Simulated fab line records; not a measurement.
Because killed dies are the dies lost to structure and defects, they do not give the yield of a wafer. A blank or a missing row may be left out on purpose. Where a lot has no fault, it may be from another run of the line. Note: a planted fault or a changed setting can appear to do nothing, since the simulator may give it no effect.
A single fault, viewed from 2 desks + flow nand_harc + what lay behind the numbers comes last; until then each desk has only its own

## THE DEFECT DESK
Inspection counts along the route, by lot: the mean over sampled wafers that carry a number. The brackets show how far a lot's mean lies from the usual mean; more than 4 standard deviations puts the lot out of limits, marked OUT.
Columns: A = raw_defect_count at NHARC_A_SIN_REMOVE_INSPECT_04, usual 372
| lot  | first seen here | A   |
|------|-----------------|-----|
| L576 | day 20 17:45    | 294 |
| L578 | day 21 06:21    | 305 |
| L580 | day 21 13:46    | 411 |
| L579 | day 21 21:01    | 349 |
| L581 | day 21 21:02    | 387 |
| L582 | day 22 22:53    | 399 |
| L583 | day 23 05:30    | 337 |
| L590 | day 26 10:15    | 445 |
| L593 | day 27 08:51    | 438 |
| L595 | day 27 17:50    | 406 |
| L596 | day 28 04:47    | 299 |
| L597 | day 29 05:35    | 419 |
| L599 | day 30 08:10    | 379 |
Result from this desk: across the 13 lots, nothing is out of limits.

## THE TOOL OWNER'S DESK: rie_metal-01
The tool's own readings at NHARC_A_WL_FILL_ETCHBACK_04 (etches the open film in NF3, target depth 60 nm, time 120 s): means of the sampled wafers that have a number, for each lot that ran on this tool. The brackets show how far a lot's mean lies from the usual mean; more than 4 standard deviations puts the lot out of limits, marked OUT.
Columns: A = drypump_motor_current_A at NHARC_A_WL_FILL_ETCHBACK_04, usual 5.88 A; B = oes_product_au at NHARC_A_WL_FILL_ETCHBACK_04, usual 1.000 a.u.; C = run_length_s at NHARC_A_WL_FILL_ETCHBACK_04, usual 141.5 s
| lot  | first seen here | A    | B     | C                |
|------|-----------------|------|-------|------------------|
| L576 | day 20 19:09    | 5.81 | 1.002 | 141.3            |
| L578 | day 21 07:44    | 5.79 | 1.002 | 141.1            |
| L579 | day 21 22:28    | 5.79 | 1.007 | 141.8            |
| L582 | day 23 00:17    | 5.77 | 1.014 | 141.5            |
| L590 | day 26 11:51    | 5.79 | 0.997 | 136.0 (-15) OUT  |
| L593 | day 27 12:29    | 5.80 | 0.998 | 138.7 (-7.7) OUT |
This desk finds L590, L593 out of limits, L590 being first, at day 26 11:51 (run_length_s at NHARC_A_WL_FILL_ETCHBACK_04). L576, L578, L579, L582 stayed within limits.

## PUT TOGETHER
At day 26 11:51, on L590, L593, the tool owner's desk was in a position to raise an alarm.
Nothing the defect desk looked at was out of limits.
The defect desk has L590, L593 on record, within its limits.
On rie_metal-01, each named lot ran NHARC_A_WL_FILL_ETCHBACK_04.

## WHAT THE SIMULATOR HAD INSERTED
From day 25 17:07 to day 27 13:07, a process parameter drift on rie_metal-01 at NHARC_A_WL_FILL_ETCHBACK_04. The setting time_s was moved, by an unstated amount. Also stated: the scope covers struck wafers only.
Struck lots among those shown: L590, L593.
How many hours passed from the start of the fault until each desk's first out-of-limits reading: the tool owner's desk, 19.
